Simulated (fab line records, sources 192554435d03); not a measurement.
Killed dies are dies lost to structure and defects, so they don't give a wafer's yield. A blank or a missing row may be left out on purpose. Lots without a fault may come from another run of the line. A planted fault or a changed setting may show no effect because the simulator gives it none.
fab line records | flow n5_finfet
record lots=3 wafers=9 last_day=17
route steps=1938 shown MOL_CONTACT_COAG@629 BEOL_M0_SAQP@632 BEOL_M0_CUTY@710 BEOL_M4@1111 PASSIVATION@1936
lots that met no fault: from a run of the same line without faults
start_h: hours from the record's first day to the start of the lot's first wafer shown | wait_h: hours since the lot's step before | " the same as in the row above | L1.1+2: a row that stands for several wafers | - no value, or no start given | * or withheld: withheld | < > ~ a bound
route shown NAME@n: a module of which the file shows steps, and the number in the route of the first | usual: mean/standard deviation of fault-free wafers | same: alike in all rows | chamber/n: place in a boat | sites: the reading at each site | _std_site: their standard deviation | _edge_site: outer sites' mean less inner sites' | radius_mm: how far each site lies from the wafer's centre | mask NAME#n: copy n | behind: the tool/chamber that last shaped the wafer | hold: why the lot was held/for how many hours/how that ended | device: the transistor (n, p or np) that didn't switch | end of line: the same wafers' tests at the end of the route | a step without rows: its recipe alone | killed: dies lost to structure and defects at the first sort, not the wafer's yield | map: a wafer's dies, x killed, . not, _ none there
set.NAME: the setting as run; set.NAME@STEP: as run at that earlier step | model.NAME: the simulator's own value behind a step, which no gauge read
lots at some steps of the route; a table a step, a row a wafer
services: from which hour (start_h, from the record's first day; less than 0 if before it) a tool's chamber was out of use, for how many hours, and why
## steps
# step N5_MOL_CONTACT_COAG_ANNEAL_112
# recipe temp_c=400 time_s=1800 ambient=HPD2 pressure_atm=10
# step N5_BEOL_M0_SAQP_PECVD_00
# recipe material=SiCN target_thk_a=80 temp_c=withheld precursor=3MS/NH3 pressure_torr=3 rf_w=202 time_s=14
# step N5_BEOL_M0_SAQP_ILD_DEP_01
# recipe material=SiOC target_thk_a=454.19 temp_c=350 precursor=DEMS/O2 pressure_torr=5 rf_w=500 time_s=8.7
# step N5_BEOL_M0_SAQP_HM_DEP_02
# recipe material=TiN target_thk_a=120 temp_c=25 chamber_pressure_pa=0.49996
# step N5_BEOL_M0_SAQP_PECVD_03
# recipe material=SiCN target_thk_a=120 temp_c=withheld precursor=3MS/NH3 pressure_torr=3 rf_w=202 time_s=21.1
# step N5_BEOL_M0_SAQP_PECVD_96
# recipe material=a-Si target_thk_a=450 temp_c=350 precursor=SiH4/He pressure_torr=3 rf_w=100 time_s=45.2
# step N5_BEOL_M0_SAQP_PECVD_97
# recipe material=SiNx target_thk_a=230 temp_c=350 precursor=SiH4/NH3/N2 pressure_torr=1.5 rf_w=300 time_s=19.9
# step N5_BEOL_M0_SAQP_PECVD_04
# recipe material=a-Si target_thk_a=600 temp_c=350 precursor=SiH4/He pressure_torr=3 rf_w=100 time_s=60.2
# step N5_BEOL_M0_SAQP_HM_DEP_111
# recipe material=SiO2 target_thk_a=120 temp_c=400 precursor=SiH4/N2O pressure_torr=0.75 rf_w=275 time_s=7.2
# usual chamber_pressure_Torr=0.7499/0.0017 heater_power_w=860/76 showerhead_plenum_p_Torr=8.14/0.087
# columns lot.wafer tool chamber start_h wait_h chamber_pressure_Torr heater_power_w showerhead_plenum_p_Torr
L832.1 pecvd-01 1 116.06 0.0 0.7492 859 8.06
L832.4 " 0 " " 0.7474 801 8.13
L832.5 " 2 " " 0.7489 917 8.14
L840.4 pecvd-01 0 167.20 0.1 0.7522 869 8.15
L840.5 " 2 " " 0.7479 903 8.12
L840.6 " 1 " " 0.7524 818 8.07
L851.3 pecvd-02 0 237.40 0.0 0.7485 810 8.30
L851.5 " 1 " " 0.7508 826 8.06
L851.6 " 2 " " 0.7499 851 8.30
# step N5_BEOL_M0_SAQP_COAT_81
# recipe resist=SOC temp_c=250 time_s=60 spin_rpm=1500 resist_thk_nm=100
# step N5_BEOL_M0_SAQP_COAT_82
# recipe resist=SiARC temp_c=220 time_s=60 spin_rpm=1500 resist_thk_nm=30
# step N5_BEOL_M0_SAQP_COAT_08
# recipe resist=CAR-ArF spin_rpm=1500 resist_thk_nm=90
# step N5_BEOL_M0_SAQP_EBR_10
# recipe solvent=PGMEA ebr_width_mm=1.5
# step N5_BEOL_M0_SAQP_SOFTBAKE_09
# recipe temp_c=110 time_s=60 resist=CAR-ArF
# step N5_BEOL_M0_SAQP_EXPOSE_11
# recipe mask_id=M0_CORE na=1.35 source_shape=dipole sigma_inner=0.538 sigma_outer=0.738 polarization=te target_cd_nm=42 dose_mj=55
# step N5_BEOL_M0_SAQP_PEB_12
# recipe peb_temp_c=withheld peb_time_s=60 resist=CAR-ArF
# step N5_BEOL_M0_SAQP_DEVELOP_13
# recipe develop_time_s=30 developer=TMAH resist=CAR-ArF dev_temp_c=23 rinse_liquid=diw dry=air_spin
# step N5_BEOL_M0_SAQP_INSPECT_16
# recipe mode=adi inspect_instrument=brightfield
# usual raw_defect_count=449/100
# columns lot.wafer tool chamber start_h wait_h raw_defect_count
L832.1 defect_inspect-02 - 116.56 0.0 379
L832.4 " - " " 379
L832.5 " - " " 348
L840.4 defect_inspect-01 - 167.67 0.0 1343
L840.5 " - " " 375
L840.6 " - " " 468
L851.3 defect_inspect-01 - 237.78 0.0 445
L851.5 " - " " 356
L851.6 " - " " 368
# step N5_BEOL_M0_SAQP_DESCUM_19
# recipe chemistry=O2 time_s=7.9 source_power_w=50 bias_power_w=20 pressure_mtorr=20 rf_frequency_hz=2.712e+07 temp_c=40 resist=CAR-ArF o2_flow_sccm=225
# step N5_BEOL_M0_SAQP_ETCH_83
# recipe chemistry=CF4 target=SiARC target_depth_a=390 mask_material=CAR-ArF time_s=65 ion_energy_ev=80 pressure_mtorr=40 source_w=545 bias_w=36 Ar_flow_sccm=100 cf4_flow_sccm=100 ends=cleared
# step N5_BEOL_M0_SAQP_ETCH_84
# recipe chemistry=N2/H2 target=SOC target_depth_a=1000 overetch_a=200 mask_material=SiARC temp_c=40 time_s=150 ion_energy_ev=200 pressure_mtorr=30 source_w=840 bias_w=150 n2_flow_sccm=200 h2_flow_sccm=200
# step N5_BEOL_M0_SAQP_STRIP_80
# recipe chemistry=N2/H2 temp_c=40 n2_flow_sccm=200 h2_flow_sccm=200 rf_frequency_hz=6e+07
# step N5_BEOL_M0_SAQP_HM_OPEN_112
# recipe chemistry=CHF3/O2 target=SiO2 stop_on=a-Si target_depth_a=120 over_etch_frac=1.25 mask_material=SOC time_s=13.5 pressure_mtorr=30 source_w=650 bias_w=170 Ar_flow_sccm=200 CHF3_flow_sccm=50 O2_flow_sccm=5 ion_energy_ev=200 ends=end_point
# step N5_BEOL_M0_SAQP_STRIP_113
# recipe chemistry=CHF3/O2 resist=SiARC rf_frequency_hz=6e+07
# step N5_BEOL_M0_SAQP_MANDREL_ETCH_20
# recipe target_depth_a=600 chemistry=HBr/Cl2 target=a-Si stop_on=SiNx bt_time_s=10 mask_material=SOC over_etch_frac=0.5 time_s=30 pressure_mtorr=10 icp_w=800 bias_w=75 HBr_flow_sccm=150 Cl2_flow_sccm=80 ends=end_point
# step N5_BEOL_M0_SAQP_STRIP_86
# recipe chemistry=N2/H2 power_w=500 temp_c=40 pressure_mtorr=50 rf_frequency_hz=6e+07 overash_fraction=0.3 bias_power_w=28 h2_frac=0.5 n2_flow_sccm=300 h2_flow_sccm=300
# step N5_BEOL_M0_SAQP_STRIP_115
# recipe chemistry=post_etch_residue_remover time_s=60 temp_c=25 remover_ph=withheld remover_water_wt_pct=withheld remover_fluoride_wt_pct=withheld
# step N5_BEOL_M0_SAQP_SRD_93
# recipe dry=ipa_marangoni time_s=30 temp_c=23 rinse_liquid=diw
# step N5_BEOL_M0_SAQP_RECESS_114
# recipe chemistry=HF/NH3 target=SiO2 target_depth_a=144 afs_cycles=3 temp_c=30 sublimation_temp_c=180 sublimation_time_s=60
# step N5_BEOL_M0_SAQP_SPACER1_ALD_98
# recipe material=SiO2 target_thk_a=128 temp_c=300 ald_precursor_family=BDEAS ald_co_reactant=O2-plasma pulse_time_s=1 purge_time_s=2 co_reactant_purge_time_s=2 ald_cycles=138 pressure_torr=2
# step N5_BEOL_M0_SAQP_SPACER1_ETCHBACK_99
# recipe chemistry=CHF3/O2 mode=anisotropic_etchback target=SiO2 target_depth_a=154 time_s=7.7 pressure_mtorr=30 source_w=650 bias_w=170 Ar_flow_sccm=200 CHF3_flow_sccm=50 O2_flow_sccm=5 ion_energy_ev=200
# step N5_BEOL_M0_SAQP_MANDREL1_REMOVE_100
# recipe chemistry=HBr/Cl2/O2 bt_time_s=10 target=a-Si stop_on=SiNx endpoint=OES-SiCl over_etch_frac=0.85 icp_w=600 bias_w=30 HBr_flow_sccm=150 Cl2_flow_sccm=80 O2_flow_sccm=5 pressure_mtorr=10
# step N5_BEOL_M0_SAQP_ETCH_101
# recipe chemistry=CH3F/O2 target=SiNx mask_material=SiO2 target_depth_a=299 time_s=42.7 pressure_mtorr=30 source_w=395 bias_w=73 Ar_flow_sccm=150 CH3F_flow_sccm=30 O2_flow_sccm=20 ion_energy_ev=120
# step N5_BEOL_M0_SAQP_ETCH_102
# recipe chemistry=CF4 target=SiO2 target_depth_a=40 ion_energy_ev=350 time_s=4.4 pressure_mtorr=10 icp_w=800 bias_w=400 cf4_flow_sccm=80
# step N5_BEOL_M0_SAQP_MANDREL_ETCH_103
# recipe chemistry=HBr/Cl2 target=a-Si target_depth_a=450 bt_time_s=10 stop_on=SiCN mask_material=SiO2 over_etch_frac=0.8 time_s=27 pressure_mtorr=10 icp_w=800 bias_w=75 HBr_flow_sccm=150 Cl2_flow_sccm=80 ends=end_point
# step N5_BEOL_M0_SAQP_INSPECT_42
# recipe mode=adi inspect_instrument=brightfield
# usual raw_defect_count=266/84
# columns lot.wafer tool chamber start_h wait_h raw_defect_count
L832.1 defect_inspect-01 - 121.31 0.1 194
L832.4 " - " " 277
L832.5 " - " " 153
L840.4 defect_inspect-01 - 171.56 0.0 1232
L840.5 " - " " 258
L840.6 " - " " 230
L851.3 defect_inspect-01 - 242.05 0.0 345
L851.5 " - " " 286
L851.6 " - " " 314
# step N5_BEOL_M0_CUTY_INSPECT_59
# recipe mode=adi inspect_instrument=macro
# usual raw_defect_count=2.0/1.4
# columns lot.wafer tool chamber start_h wait_h raw_defect_count
L832.1 defect_inspect-01 - 122.93 0.0 2
L832.4 " - " " 3
L832.5 " - " " 2
L840.4 defect_inspect-02 - 172.95 0.0 >300
L840.5 " - " " 3
L840.6 " - " " 1
L851.3 defect_inspect-01 - 243.37 0.0 3
L851.5 " - " " 3
L851.6 " - " " 5
# step N5_BEOL_M4_RC_MEAS_101
# usual DIBL_N=36.4/1.4 DIBL_P=36.3/1.5 IOFF_N=0.162/0.023 IOFF_P=0.211/0.027 ION_N=676/9.7 ION_P=463/6.4 SS_N=71.5/0.5 SS_P=73.3/0.6 VT_N=249.3/2.5 VT_P=-249.9/2.8
# columns lot.wafer tool chamber start_h wait_h DIBL_N[mV/V] DIBL_P[mV/V] IOFF_N[nA/um] IOFF_P[nA/um] ION_N[uA/um] ION_P[uA/um] SS_N[mV/dec] SS_P[mV/dec] VT_N[mV] VT_P[mV]
L832.1 prober-02 0 173.55 0.0 35.1 33.4 0.136 0.177 674 463 70.7 72.5 250.0 -251.0
L832.4 " 0 " " 34.5 33.2 0.129 0.177 678 470 71.0 72.2 249.5 -249.8
L832.5 " 0 " " 37.4 37.0 0.182 0.226 697 478 71.5 73.4 248.2 -248.1
L840.4 prober-02 0 233.98 0.5 34.1 34.7 0.121 0.158 662 456 70.8 72.7 254.8 -255.1
L840.5 " 0 " " 35.9 37.0 0.144 0.186 664 454 70.7 73.1 253.9 -253.4
L840.6 " 0 " " 34.7 35.9 0.136 0.174 655 450 71.1 73.4 251.2 -251.5
L851.3 prober-01 0 294.83 0.3 35.4 34.4 0.141 0.170 675 453 71.5 73.7 251.5 -251.6
L851.5 " 0 " " 36.8 36.8 0.172 0.209 687 469 71.3 73.9 247.1 -252.0
L851.6 " 0 " " 36.2 35.4 0.151 0.192 677 461 72.4 73.4 251.4 -248.6
# step N5_PASSIVATION_PROBE_49
# usual defect_limited_yield=91.3/1.3 killed_at_M0_to_M3=33/8.9 killed_at_M4_up=15/5.4 killed_at_contacts=13/5.8 killed_at_front_end=39/9.9 killed_at_other=3.2/2.9 killed_dies=102/15 killed_on_rim=13/3.7 killed_open=68/12 killed_short=34/7.6 sort_bin_5_function=5.1/0.89 sort_bin_6_memory=3.2/0.63 sort_n_pass=1078/15 sort_yield_pct=91.3/1.3
# same gross_dies=1180 killed_at_back_side=0 sort_bin_4_leakage[%]=0 sort_bin_8_speed[%]=0
# columns lot.wafer tool chamber start_h wait_h defect_limited_yield[%] killed_at_M0_to_M3 killed_at_M4_up killed_at_contacts killed_at_front_end killed_at_other killed_dies killed_on_rim killed_open killed_short sort_bin_5_function[%] sort_bin_6_memory[%] sort_n_pass sort_yield_pct[%]
L840.4 prober-01 - 335.24 0.2 87.7 70 16 9 45 5 145 31 56 44 7.0 3.5 1035 87.7
L840.5 prober-01 - 335.29 0.2 92.3 28 9 8 43 3 91 14 59 32 4.4 3.0 1089 92.3
L851.3 prober-01 - 405.68 0.1 89.3 37 23 10 52 4 126 18 85 40 6.6 3.7 1054 89.3
L851.5 prober-01 - 405.78 0.2 89.9 32 23 14 50 0 119 20 79 40 5.8 4.0 1061 89.9
L851.6 prober-01 - 405.83 0.3 90.6 35 18 25 32 1 111 14 70 41 5.8 3.4 1069 90.6
# killed by level:class
L840.4 BEOL_M0_SAQP:unspecified=45 FIN_SAQP:geometric_particle:open=10 STI_FIN_REVEAL:geometric_particle:open=9 FIN_SAQP:geometric_particle:short=8 MOL_CONTACT_COAG:geometric_particle:open=8 BEOL_M4:geometric_particle:open=8 BEOL_M0_SAQP:geometric_particle:short=7 BEOL_M0_SAQP:geometric_particle:open=4
L840.5 FIN_SAQP:geometric_particle:open=11 STI_FIN_REVEAL:geometric_particle:open=11 MOL_CONTACT_COAG:geometric_particle:open=7 BEOL_M0_SAQP:geometric_particle:open=7 BEOL_M0_SAQP:geometric_particle:short=6 STI_FIN_REVEAL:geometric_particle:short=5 BEOL_M2:geometric_particle:open=4 FIN_SAQP:geometric_particle:short=3
L851.3 STI_FIN_REVEAL:geometric_particle:open=15 BEOL_M2:geometric_particle:open=13 DUMMY_GATE:geometric_particle:open=9 BEOL_M4:geometric_particle:short=9 MOL_CONTACT_COAG:geometric_particle:open=8 BEOL_M4:geometric_particle:open=6 BEOL_M1:geometric_particle:open=5 BEOL_M0:geometric_particle:open=5
L851.5 BEOL_M4:geometric_particle:open=14 FIN_SAQP:geometric_particle:short=11 MOL_CONTACT_COAG:geometric_particle:open=11 BEOL_M1:geometric_particle:open=11 GATE_CUT:geometric_particle:short=9 STI_FIN_REVEAL:geometric_particle:open=7 ILD0:geometric_particle:open=7 BEOL_M3:geometric_particle:open=7
L851.6 MOL_CONTACT_COAG:geometric_particle:open=18 BEOL_M0_SAQP:geometric_particle:short=11 MOL_CONTACT_COAG:geometric_particle:short=7 BEOL_M1:geometric_particle:open=6 BEOL_M0:geometric_particle:open=6 STI_FIN_REVEAL:geometric_particle:open=5 BEOL_M4:geometric_particle:open=5 STARTING-WAFER:geometric_particle:short=5
# map L840.4 (x killed, . not)
_________________xxxxxxxxxxxx________________
______________xxxxxxxxxxxxx..x.x_____________
___________x.xxxxxxxxxxx..x.x......__________
__________.....xxxxxxxx.x..........._________
________............x..x...x...x......_______
_______.....x.....................x....______
______.....x.....................x......_____
_____..................xx...x............____
____....................x........x...xx...___
___..............x.........................__
___.........x..................x......x....__
__.......xx.........x...........x..........._
__.......x......x.x...............x........._
_.....................................xx.....
_..x.........x........................x.x.x..
_.................................x..........
_...............................x............
_x..........x....x.......x...............x...
_....x............x........x..............x..
_.....x...............x.x....x.....x..xx.....
_...x....x......x.................x.x........
__.x...............x........................_
__............xx...........x.....x.........._
___......................x.......x....x....__
___x.x.......x......x....x...........x.x...__
____...xxx..........x.....................___
_____...........x.......................x____
______.........x.............x.........._____
_______x.............................x.______
________.....x.......x..xx............_______
__________.x.......xx..............._________
___________....................x...__________
______________............x....._____________
_________________x.x.....x...________________
# map L832.1 (x killed, . not)
_________________...x........________________
______________..............x..._____________
___________x..........x............__________
__________......x....xxx............_________
________.x........................x..._______
_______..............................x.______
______..xx.............x.........x......_____
_____...xx.....x..x....x........x.......x____
____...........x...x...............xx.....___
___x.................x.........x...........__
___x...........x...............x........x..__
__...........x.............x.............xx._
__.xx.......x...........................x..._
_..............x.......x.....x...............
_x............x................x.............
_.....x.........xx.x..............x...x......
_..................................xx........
_.....x..........x...........x....x.x........
_x...................x.......................
_........x.......x..........x................
_.....................x.........x............
__.x.............x.............x....xx......_
__.............x.x.x........................_
___.x...x.....x............................__
___........x.......x.............xx.x......__
____..........xx..........................___
_____.x..............x...................____
______.................xx...x..........._____
_______.x..............x...........x...______
________....x...........x...x........._______
__________........x.x..............._________
___________........................__________
______________...x.............._____________
_________________........x...________________
## services
# columns tool chamber start_h hours kind
pecvd-01 - 130.28 0.3 repair
pecvd-02 0 152.39 2.1 scheduled_down
pecvd-02 2 157.97 5.5 scheduled_down
## key
first_sign step=N5_BEOL_M0_SAQP_INSPECT_16 reading=raw_defect_count direction=up sigmas=8.6 usual=449 struck=1343
effect step=N5_BEOL_M0_SAQP_INSPECT_42 reading=raw_defect_count direction=up sigmas=12 usual=266 struck=1232
effect step=N5_BEOL_M0_CUTY_INSPECT_59 reading=raw_defect_count direction=up sigmas=99+ usual=2.0 struck=>300
effect step=N5_PASSIVATION_PROBE_49 reading=killed_at_M0_to_M3 direction=up sigmas=4.2 usual=33 struck=70
more_kills_born_at N5_BEOL_M0_SAQP_HM_DEP_111@pecvd-01=45
met_at N5_BEOL_M0_SAQP_HM_DEP_111
struck_wafers L840.4
onset_between 116.06 167.20
fault kind=chamber_particle_source tool=pecvd-01 chamber=0 onset_h=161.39 steps=N5_BEOL_M0_SAQP_HM_DEP_111 rate_per_visit_cm2=1.5009
